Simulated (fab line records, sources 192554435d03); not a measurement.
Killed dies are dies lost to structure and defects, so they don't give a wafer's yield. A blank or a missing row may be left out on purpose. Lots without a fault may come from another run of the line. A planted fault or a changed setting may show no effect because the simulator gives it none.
A struck lot beside a sound one | flow n5_finfet | 33 steps out of a route of 1938
Sound: wafers L189.3, L189.4, L189.6. Struck: wafer L196.4. (L196.2 of the same lot was not struck and is left out.) The cause comes at the end.
At each step with rows: each side's tool, then ch and its chambers, then its first start. Under that, the readings that differ: sound wafers | struck wafers | difference of the means | sigmas: that difference in standard deviations of wafers without a fault.
alike: readings whose means differ by less than 2 such deviations, and words and numbers that are the same on both sides. not compared: withheld readings, readings that some wafer has no value for, bounds like >300 that may hide the same value, and numbers for which the record gives no deviation and whose values overlap.
The two part at a step that has a row with sigmas, a row that says differs or no value, or rows on one side only. Numbers that don't overlap but have no deviation are shown without sigmas and don't part them. A reading that every wafer of one side lacks parts them only if that side has two wafers or more.

first, 9 steps without rows for these wafers: N5_BEOL_M5_PEB_09 (peb time 60 s); N5_BEOL_M5_DEVELOP_10 (develop time 30 s); N5_BEOL_M5_DESCUM_16 (chemistry O2, time 7 s); N5_BEOL_M5_ETCH_72 (etches underlayer in N2/H2, target depth 6.5 nm, time 5.2 s); N5_BEOL_M5_ETCH_61 (etches SiARC in CF4, target depth 15.6 nm, time 26 s); N5_BEOL_M5_ETCH_62 (etches SOC in N2/H2, target depth 75 nm, overetch 15 nm, time 112.5 s); N5_BEOL_M5_STRIP_63 (strips in N2/H2); N5_BEOL_M5_STRIP_73 (strips in N2/H2); N5_BEOL_M5_STRIP_64 (strips in CF4).
N5_BEOL_M5_HM_OPEN_17: chemistry Cl2/BCl3, target TiN, target depth 20 nm, overetch 6 nm.
  sound on rie_metal-01 ch 0,1, day 8 00:05; struck on rie_metal-01 ch 0, day 10 00:50
  reading                                  | sound          | struck | difference | sigmas
  model.SOC_of_BEOL_M5_COAT_59.thk_nm (nm) | 51.8 52.2 51.8 | 53.8   | +1.9       |
  alike: drypump_motor_current_A, oes_product_au, throttle_valve_pct
  not compared: rf_hours_counter_h
then, 20 steps without rows for these wafers: N5_BEOL_M5_STRIP_19 (strips in O2); N5_BEOL_M5_COAT_65 (time 60 s, resist thk 60 nm); N5_BEOL_M5_COAT_66 (time 60 s, resist thk 12 nm); N5_BEOL_M5_COAT_74 (time 60 s, resist thk 5 nm); N5_BEOL_M5_COAT_22 (resist thk 30 nm); N5_BEOL_M5_EBR_24; N5_BEOL_M5_SOFTBAKE_23 (time 60 s); N5_BEOL_M5_EXPOSE_25 (exposes mask V4, defocus 10 nm); N5_BEOL_M5_PEB_26 (peb time 60 s); N5_BEOL_M5_DEVELOP_27 (develop time 30 s); N5_BEOL_M5_DESCUM_33 (chemistry O2, time 7 s); N5_BEOL_M5_ETCH_75 (etches underlayer in N2/H2, target depth 6.5 nm, time 5.2 s); N5_BEOL_M5_ETCH_67 (etches SiARC in CF4, target depth 15.6 nm, time 26 s); N5_BEOL_M5_ETCH_68 (etches SOC in N2/H2, target depth 80 nm, overetch 16 nm, time 120 s); N5_BEOL_M5_STRIP_69 (strips in N2/H2); N5_BEOL_M5_STRIP_76 (strips in N2/H2); N5_BEOL_M5_VIA_ETCH_34 (etches SiCOH lowk in C4F6/O2, target depth 88.3 nm, time 39.2 s); N5_BEOL_M5_STRIP_85 (strips in C4F6/O2); N5_BEOL_M5_STRIP_36 (strips in N2/H2); N5_BEOL_M5_TRENCH_ETCH_37 (etches SiCOH lowk in C4F6/O2, target depth 71.652 nm, time 24.7 s).
N5_BEOL_M5_ETCH_41: etches SiCN in CH3F/O2, target depth 31.5 nm, time 56.7 s.
  sound on rie_diel-04 ch 1,2,3; struck on rie_diel-03 ch 2
  reading                     | sound        | struck | difference | sigmas
  drypump_motor_current_A (A) | 5.6 5.5 5.4  | 6.3    | +0.8       | +2
  model.BEOL_M5.cd_nm (nm)    | 28.2 28.2 28 | 27.8   | -0.3       |
  alike: oes_product_au, rf_vpp_V, showerhead_plenum_p_Torr, throttle_valve_pct
  not compared: rf_hours_counter_h
then, 1 step without rows for these wafers: N5_BEOL_M5_STRIP_91 (strips in N2/H2, time 10 s).
-- the record jumps here: 4 days lie between the struck wafers' starts before and after (it left off in module BEOL_M5 and takes up again in module PASSIVATION, whose first step shown is number 1936 of the route) --
N5_PASSIVATION_PROBE_49:
  the record has rows for the struck wafers here (prober-01, day 14 04:03) and none for the sound ones

WHERE THEY PART
First at N5_BEOL_M5_ETCH_41; last, within this record, at N5_PASSIVATION_PROBE_49.

WHY: what the simulator had put in
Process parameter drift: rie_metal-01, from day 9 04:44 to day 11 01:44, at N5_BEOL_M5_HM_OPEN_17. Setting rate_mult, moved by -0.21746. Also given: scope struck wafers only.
